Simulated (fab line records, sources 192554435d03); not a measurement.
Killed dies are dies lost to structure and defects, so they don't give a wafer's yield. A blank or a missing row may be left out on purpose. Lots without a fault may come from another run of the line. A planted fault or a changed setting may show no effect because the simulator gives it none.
Which tool did it? | flow n5_finfet | 9 lots, 26 wafers sampled, at 4 steps of a route of 1938

WHAT THE GAUGES READ, wafer by wafer
N5_BEOL_M4_RC_MEAS_101. Usual: DIBL_N 36.3 mV/V, standard deviation 1.2; DIBL_P 36.7 mV/V, standard deviation 1.5; IOFF_N 0.164 nA/um, standard deviation 0.02; IOFF_N_85C 3.2 nA/um, standard deviation 0.34; IOFF_N_LIN 0.075 nA/um, standard deviation 0.0075; IOFF_P 0.214 nA/um, standard deviation 0.024; IOFF_P_85C 3.7 nA/um, standard deviation 0.34; IOFF_P_LIN 0.101 nA/um, standard deviation 0.009; ION_N 673 uA/um, standard deviation 8.5; ION_P 461 uA/um, standard deviation 5.9; REXT_N 75.3 ohm.um, standard deviation 1.5; REXT_P 100.7 ohm.um, standard deviation 2.1; SS_N 71.6 mV/dec, standard deviation 0.44; SS_P 73.3 mV/dec, standard deviation 0.55; VT_N 249.4 mV, standard deviation 2.4; VT_P -250.0 mV, standard deviation 2.3.
lot  | measured     | on        | DIBL_N (mV/V)  | DIBL_P (mV/V)  | IOFF_N (nA/um)    | IOFF_N_85C (nA/um) | IOFF_N_LIN (nA/um) | IOFF_P (nA/um)    | IOFF_P_85C (nA/um) | IOFF_P_LIN (nA/um) | ION_N (uA/um) | ION_P (uA/um) | REXT_N (ohm.um) | REXT_P (ohm.um)   | SS_N (mV/dec)  | SS_P (mV/dec)  | VT_N (mV)         | VT_P (mV)            | flag
L446 | day 8 04:02  | prober-02 | 36.6 36.5 37.0 | 35.3 34.2 35.8 | 0.157 0.150 0.172 | 3.0 2.9 3.2        | 0.074 0.069 0.078  | 0.211 0.201 0.227 | 3.6 3.5 3.9        | 0.099 0.096 0.105  | 666 667 672   | 463 459 464   | 75.1 73.6 74.2  | 101.2 100.5 99.8  | 71.3 72.1 71.7 | 72.8 73.1 73.0 | 249.4 252.6 248.8 | -248.3 -251.7 -248.0 |
L448 | day 8 06:36  | prober-02 | 37.0 35.4 34.7 | 37.7 36.0 35.2 | 0.187 0.150 0.138 | 3.6 3.0 2.8        | 0.084 0.071 0.066  | 0.214 0.183 0.173 | 3.8 3.3 3.2        | 0.100 0.089 0.086  | 688 673 665   | 461 456 456   | 74.1 75.0 75.9  | 98.4 98.6 97.5    | 72.5 71.9 71.7 | 73.3 73.1 72.8 | 246.9 251.1 250.6 | -248.0 -253.8 -253.1 |
L452 | day 10 09:23 | prober-02 | 34.4 36.3 35.7 | 35.5 37.5 36.6 | 0.140 0.174 0.159 | 2.9 3.4 3.1        | 0.067 0.078 0.074  | 0.198 0.229 0.215 | 3.4 3.9 3.7        | 0.098 0.107 0.103  | 668 675 668   | 457 464 458   | 76.3 77.5 76.5  | 105.3 102.9 103.3 | 71.3 71.7 71.5 | 72.5 73.4 73.4 | 252.3 248.8 250.5 | -248.4 -248.3 -249.8 |
L453 | day 10 18:01 | prober-01 | 36.1 35.7 37.2 | 37.7 37.2 39.5 | 0.172 0.164 0.199 | 3.3 3.1 3.7        | 0.077 0.074 0.088  | 0.219 0.210 0.248 | 3.8 3.6 4.1        | 0.104 0.100 0.112  | 683 677 689   | 464 464 465   | 73.1 73.3 73.5  | 102.0 102.0 102.5 | 71.6 72.1 72.6 | 73.4 73.6 75.0 | 248.2 248.6 244.6 | -248.6 -251.2 -247.5 |
L456 | day 10 17:22 | prober-02 | 38.5 36.8 35.9 | 39.1 37.5 35.4 | 0.217 0.172 0.151 | 3.9 3.3 2.9        | 0.093 0.076 0.069  | 0.266 0.242 0.201 | 4.5 4.1 3.6        | 0.119 0.110 0.097  | 692 673 667   | 470 459 456   | 74.6 75.4 74.7  | 104.4 103.6 104.9 | 72.3 72.2 71.6 | 74.8 74.5 73.4 | 247.0 250.8 251.7 | -248.6 -247.8 -251.3 |
L457 | day 11 07:54 | prober-02 | 37.8 36.2 37.2 | 36.6 35.0 35.5 | 0.164 0.148 0.161 | 3.1 2.9 3.1        | 0.076 0.070 0.073  | 0.201 0.183 0.202 | 3.6 3.3 3.6        | 0.096 0.091 0.097  | 673 663 663   | 456 451 451   | 76.1 77.1 76.8  | 99.0 98.6 99.5    | 71.4 71.5 72.0 | 73.5 73.3 73.1 | 248.8 250.9 250.2 | -251.1 -253.0 -249.0 |
L460 | day 11 19:55 | prober-02 | 40.7 34.9      | 40.6 35.7      | 0.238 0.131       | 4.3 2.6            | 0.100 0.062        | 0.335 0.195       | 5.5 3.5            | 0.151 0.098        | 698 666       | 490 462       | 69.5 75.2       | 92.2 99.4         | 72.3 71.6      | 74.0 73.3      | 243.8 253.9       | -239.8 -247.2        |
L462 | day 12 18:50 | prober-02 | 39.7 35.6 35.6 | 40.1 36.9 36.2 | 0.259 0.173 0.174 | 4.8 3.4 3.4        | 0.113 0.083 0.080  | 0.320 0.209 0.202 | 5.1 3.6 3.5        | 0.137 0.098 0.094  | 704 675 682   | 480 461 459   | 71.5 78.3 77.4  | 93.4 102.1 100.2  | 72.6 72.3 72.5 | 74.1 73.1 73.6 | 242.0 249.2 247.9 | -245.7 -250.9 -251.1 |
L463 | day 12 16:58 | prober-01 | 37.6 32.4 34.8 | 39.1 33.5 36.5 | 0.193 0.114 0.151 | 3.7 2.4 3.0        | 0.086 0.056 0.070  | 0.276 0.160 0.200 | 4.6 2.9 3.5        | 0.126 0.083 0.097  | 690 662 660   | 478 455 454   | 69.5 75.0 74.3  | 92.7 99.4 98.8    | 72.0 71.1 70.9 | 73.4 72.2 73.3 | 246.5 254.5 249.7 | -244.9 -253.9 -249.8 |

WHICH TOOL RAN EACH LOT (tool, then ch and the chambers of the sampled wafers, then the start)
lot  | N5_SPACER0_ALD_08                | N5_BEOL_M4_ANNEAL_91         | N5_BEOL_M4_CMP_52
L446 | ald_sin-03 ch 0,1,2, day 3 06:14 | pvd_sputter-02, day 8 01:55  | cmp-01 ch 0,1,3, day 8 03:04
L448 | ald_sin-01 ch 0,2, day 3 18:53   | pvd_sputter-02, day 8 04:53  | cmp-01 ch 0,1,2, day 8 06:02
L452 | ald_sin-04 ch 1,2,3, day 4 19:45 | pvd_sputter-02, day 10 07:34 | cmp-03 ch 0,1,2, day 10 08:40
L453 | ald_sin-01 ch 1,2, day 5 05:08   | pvd_sputter-03, day 10 15:44 | cmp-02 ch 1,2,3, day 10 17:10
L456 | ald_sin-03 ch 0,2, day 5 20:29   | pvd_sputter-02, day 10 15:32 | cmp-02 ch 0,1, day 10 16:36
L457 | ald_sin-03 ch 2,3, day 5 23:41   | pvd_sputter-02, day 11 06:04 | cmp-03 ch 0,1,2, day 11 07:08
L460 | ald_sin-03 ch 0,3, day 6 18:04   | pvd_sputter-01, day 11 18:14 | cmp-02 ch 1,2, day 11 19:19
L462 | ald_sin-03 ch 2,3, day 7 12:40   | pvd_sputter-03, day 12 17:04 | cmp-01 ch 0,2, day 12 18:11
L463 | ald_sin-03 ch 1,3, day 7 14:46   | pvd_sputter-03, day 12 15:14 | cmp-02 ch 0,2, day 12 16:22
- N5_SPACER0_ALD_08: deposits SiNx, target thk 2 nm.
- N5_BEOL_M4_ANNEAL_91: time 240 s.
- N5_BEOL_M4_CMP_52: polishes, stops on SiOC, t overpolish 6.8 s, target thk 40 nm.

WHAT THE TOOLS THEMSELVES READ (means of the sampled wafers that have a number; where no wafer has one, the mark that the record gives instead)
N5_SPACER0_ALD_08. Usual: heater_power_w 841 W, standard deviation 99.
lot  | tool       | heater_power_w (W) | flag
L446 | ald_sin-03 | 849                |
L448 | ald_sin-01 | 944                |
L452 | ald_sin-04 | 786                |
L453 | ald_sin-01 | 754                |
L456 | ald_sin-03 | 837                |
L457 | ald_sin-03 | 807                |
L460 | ald_sin-03 | 788                |
L462 | ald_sin-03 | 795                |
L463 | ald_sin-03 | 823                |

N5_BEOL_M4_ANNEAL_91. Usual: heater_power_w 819 W, standard deviation 61.
lot  | tool           | heater_power_w (W) | flag
L446 | pvd_sputter-02 | 860                |
L448 | pvd_sputter-02 | 826                |
L452 | pvd_sputter-02 | 859                |
L453 | pvd_sputter-03 | 793                |
L456 | pvd_sputter-02 | 849                |
L457 | pvd_sputter-02 | 847                |
L460 | pvd_sputter-01 | 830                |
L462 | pvd_sputter-03 | 815                |
L463 | pvd_sputter-03 | 791                |

N5_BEOL_M4_CMP_52. Usual: barrier_field_endpoint_s 24.7 s, standard deviation 0.57; head_pressure_psi 0.9996 psi, standard deviation 0.0021; motor_current_A 6.2 A, standard deviation 0.64; overpolish_run_s 6.800 s, standard deviation 0.0094; pad_life_wafers 1029, standard deviation 610; platen_rpm 49.99 rpm, standard deviation 0.033; retaining_ring_pressure_frac 0.999, standard deviation 0.005; slurry_flow_ml_min 150.1, standard deviation 0.46; time_to_endpoint_s 62.7 s, standard deviation 2.9.
lot  | tool   | barrier_field_endpoint_s (s) | head_pressure_psi (psi) | motor_current_A (A) | overpolish_run_s (s) | pad_life_wafers | platen_rpm (rpm) | retaining_ring_pressure_frac | slurry_flow_ml_min | time_to_endpoint_s (s) | flag
L446 | cmp-01 | 24.7                         | 0.9988                  | 6.3                 | 6.800                | 1178            | 49.98            | 0.994                        | 149.8              | 69.2                   |
L448 | cmp-01 | 24.7                         | 1.0001                  | 6.9                 | 6.799                | 1232            | 50.00            | 1.003                        | 149.7              | 63.1                   |
L452 | cmp-03 | 24.4                         | 0.9993                  | 5.6                 | 6.803                | 1730            | 50.01            | 1.003                        | 150.3              | 60.6                   |
L453 | cmp-02 | 24.5                         | 0.9991                  | 6.1                 | 6.801                | 692             | 49.97            | 0.999                        | 150.0              | 63.6                   |
L456 | cmp-02 | 24.5                         | 0.9989                  | 5.8                 | 6.798                | 684             | 49.99            | 0.993                        | 149.4              | 63.1                   |
L457 | cmp-03 | 24.7                         | 1.0000                  | 5.6                 | 6.801                | 1885            | 49.95            | 0.995                        | 150.3              | 61.5                   |
L460 | cmp-02 | 24.8                         | 0.9996                  | 5.8                 | 6.797                | 888             | 49.98            | 0.998                        | 149.8              | 62.5                   |
L462 | cmp-01 | 25.0                         | 1.0023                  | 6.6                 | 6.802                | 122             | 49.98            | 1.004                        | 149.8              | 61.9                   |
L463 | cmp-02 | 25.1                         | 1.0008                  | 5.3                 | 6.804                | 1111            | 50.03            | 1.001                        | 150.3              | 60.9                   |

THE ANSWER, worked out from the rows above alone
Rule: a lot is off if the mean of its wafers that have a number lies more than 3 standard deviations from the usual mean. A lot without any number at a reading at which 4 lots or more have one is off too. The other lots that the step has rows for count as sound. The gauges are gone through in route order, then the tools' own readings, and for those a lot's mean is taken as printed above. The first step at which some lot is off is used, and at that step the reading that is off furthest; a lot without a number counts as furthest.
No lot is off at any reading shown: from this, nothing can be told.

WHAT THE SIMULATOR HAD PUT IN
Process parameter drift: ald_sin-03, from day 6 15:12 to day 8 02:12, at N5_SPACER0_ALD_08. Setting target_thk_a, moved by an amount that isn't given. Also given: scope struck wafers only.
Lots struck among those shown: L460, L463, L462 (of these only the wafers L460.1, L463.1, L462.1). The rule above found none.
